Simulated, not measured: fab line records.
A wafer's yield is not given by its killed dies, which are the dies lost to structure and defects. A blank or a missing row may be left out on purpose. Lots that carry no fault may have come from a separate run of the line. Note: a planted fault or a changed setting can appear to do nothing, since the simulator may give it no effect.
A lot that was struck, set against a sound lot -- flow n5 finfet -- 36 out of 1938 route steps
Sound: the wafers L405.1, L405.4, L405.5. Wafers struck: L411.1, L411.2, L411.4. The cause is given at the end.
Each step with rows lists, per side, the tool, then ch with its chambers, then its first start. Under that, the readings that differ: sound wafers -- struck wafers -- difference of the means -- sigmas: that difference in standard deviations of wafers without a fault.
alike: same words and numbers on both sides, and readings whose means sit less than 2 such deviations apart. not compared: any withheld reading, any reading some wafer has no value for, any bound like >300 that may hide the same value, and any number with overlapping values for which the record gives no deviation.
The two part at a step that has a row with sigmas, a row that says differs or no value, or rows on one side only. Numbers that don't overlap but have no deviation are shown without sigmas and don't part them. Lack of a reading on every wafer of one side parts them only where that side has two or more wafers.

first, 9 steps without rows for these wafers: N5_SD_EPI_N_DEVELOP_08 (develop time 30 s); N5_SD_EPI_N_DESCUM_14 (chemistry O2, time 7.9 s); N5_SD_EPI_N_ETCH_34 (etches SiARC in CF4, target depth 45.5 nm, time 75.8 s); N5_SD_EPI_N_ETCH_35 (etches SOC in N2/H2, overetch 108 nm, time 486 s); N5_SD_EPI_N_STRIP_36 (strips in N2/H2); N5_SD_EPI_N_ETCHBACK_44 (etches SiNx in CH3F/O2, stops on SiO2, target depth 14.5 nm); N5_SD_EPI_N_ETCH_45 (etches SiOCN in CH3F/O2, target depth 6 nm); N5_SD_EPI_N_ETCH_16 (etches SiO2 in CHF3/O2, target depth 5 nm); N5_SD_EPI_N_STRIP_47 (strips in CHF3/O2).
N5_SD_EPI_N_SD_RECESS_17: chemistry HBr/Cl2/O2, target depth 41 nm, time 23.7 s, bt time 3 s.
  sound on rie si-04 ch 0,1, day 5 06:21; struck on rie si-05 ch 0,2,3, day 6 12:44
reading,sound,struck,difference,sigmas
bias w (W),111.8 112.0 111.4,- - -,no value on the struck wafers,
model.Si_of_WELL_APT_EPI_41.thk nm (nm),8.6 10 8,20.2 19.6 20.8,+11.3,
model.etch.depth nm (nm),41.38 40.18 41.22,28.79 29.21 28.73,-12.02,
model.SD_EPI_N.feature depth nm (nm),41.4 40.2 41.2,28.8 29.2 28.8,-12.0,
  alike: drypump motor current A, oes_o_777_au, oes product au, throttle valve pct
  not compared: rf hours counter h
then, 2 steps without rows for these wafers: N5_SD_EPI_N_STRIP_38 (strips in N2/H2); N5_SD_EPI_N_WET_ETCH_43 (etches SiO2 in dHF, time 14 s, target depth 1.5 nm).
N5_SD_EPI_N_STRIP_18: strips in SPM, time 750 s.
  sound on wet bench-03 ch 0,3,7, day 5 06:32; struck on wet bench-02 ch 0,2,3, day 6 12:56
reading,sound,struck,difference,sigmas
model.Si_of_WELL_APT_EPI_41.thk nm (nm),8.2 9.8 7.6,19.8 19.2 20.4,+11.3,
then, 21 steps without rows for these wafers: N5_SD_EPI_N_SRD_20 (time 30 s); N5_SD_EPI_N_PRECLEAN_48 (cleans in NF3:NH3, afs cycles 2, time 20 s, sublimation time 60 s); N5_SD_EPI_N_VAPOR_ETCH_50 (etches Si in HCl, time 54 s); N5_SD_EPI_N_EPI_21 (deposits Si:P, time 690 s); N5_SD_EPI_N_PRECLEAN_24 (cleans in O3/DIW, time 60 s); N5_SD_EPI_N_SRD_25 (time 30 s); N5_SD_EPI_N_PRECLEAN_49 (cleans in NF3:NH3, afs cycles 1, time 20 s, sublimation time 60 s); N5_SD_EPI_N_LINER_46 (material SiNx, target thk 3 nm); N5_SD_EPI_P_COAT_34 (time 60 s, resist thk 350 nm); N5_SD_EPI_P_COAT_35 (time 60 s, resist thk 35 nm); N5_SD_EPI_P_COAT_03 (resist thk 150 nm); N5_SD_EPI_P_EBR_05; N5_SD_EPI_P_SOFTBAKE_04 (time 60 s); N5_SD_EPI_P_EXPOSE_06 (exposes mask SD P BLK, target cd 240 nm); N5_SD_EPI_P_PEB_07 (peb time 60 s); N5_SD_EPI_P_DEVELOP_08 (develop time 30 s); N5_SD_EPI_P_DESCUM_14 (chemistry O2, time 7.9 s); N5_SD_EPI_P_ETCH_36 (etches SiARC in CF4, target depth 45.5 nm, time 75.8 s); N5_SD_EPI_P_ETCH_37 (etches SOC in N2/H2, overetch 108 nm, time 486 s); N5_SD_EPI_P_STRIP_38 (strips in N2/H2); N5_SD_EPI_P_ETCHBACK_46 (etches SiNx in CH3F/O2, stops on SiO2, target depth 17.5 nm).
-- here the record skips 8 days between the struck wafers' starts before and after, leaving off in module SD_EPI_P and picking up in module BEOL_M4 (first step shown: number 1111 of the route) --
N5_BEOL_M4_RC_MEAS_101:
  sound on prober-02 ch 0, day 13 01:47; struck on prober-02 ch 0, day 14 04:38
reading,sound,struck,difference,sigmas
CJ_N,4.36 4.28 4.37,2.59 2.70 2.64,-1.69,-24
DIBL_N (mV/V),36.5 37.3 37.5,33.1 34.3 31.7,-4.1,-4
IOFF_N (nA/um),0.128 0.141 0.145,0.092 0.106 0.082,-0.045,-2
IOFF_N_85C (nA/um),2.6 2.8 2.9,2.0 2.2 1.8,-0.8,-2
IOFF_N_LIN (nA/um),0.062 0.068 0.070,0.047 0.053 0.042,-0.019,-3
IOFF_N_LONG (nA/um),5.57e-05 5.31e-05 5.56e-05,4.56e-05 4.46e-05 4.55e-05,-9.57e-06,-4
ION_N (uA/um),666 663 674,572 579 567,-95,-11
REXT_N (ohm.um),77.3 77.6 77.5,87.5 88.1 87.9,+10.4,+6
VT_N (mV),251.4 250.1 249.2,261.0 258.6 260.3,+9.7,+4
VT_N_LVT (mV),101.7 100.1 99.9,109.7 107.4 111.2,+8.9,+3
  alike: DIBL_P, IOFF_P, ION_P, SS_N, SS_P, VT_P
-- the record jumps here: 5 days lie between the struck wafers' starts before and after (it left off in module BEOL_M4 and takes up again in module PASSIVATION, whose first step shown is number 1936 of the route) --
N5_PASSIVATION_PROBE_49:
  sound on prober-02 at day 17 19:22; struck on prober-02 at day 18 21:32
reading,sound,struck,difference,sigmas
sort_bin_8_speed (%),0 0 0,93.47 93.14 92.20,+92.94,+99 or more
sort n pass,1045 1102 1064,0 0 0,-1070,-63
sort yield pct (%),88.6 93.4 90.2,0 0 0,-91,-65
  alike: defect limited yield, killed_at_M0_to_M3, killed_at_M4_up, killed at contacts, killed at front end, killed at other, killed dies, killed on rim, killed open, killed short, sort_bin_5_function, sort_bin_6_memory

## WHERE THEY PART
First at N5_SD_EPI_N_SD_RECESS_17; last, within this record, at N5_PASSIVATION_PROBE_49.

WHY: what had been put in by the simulator
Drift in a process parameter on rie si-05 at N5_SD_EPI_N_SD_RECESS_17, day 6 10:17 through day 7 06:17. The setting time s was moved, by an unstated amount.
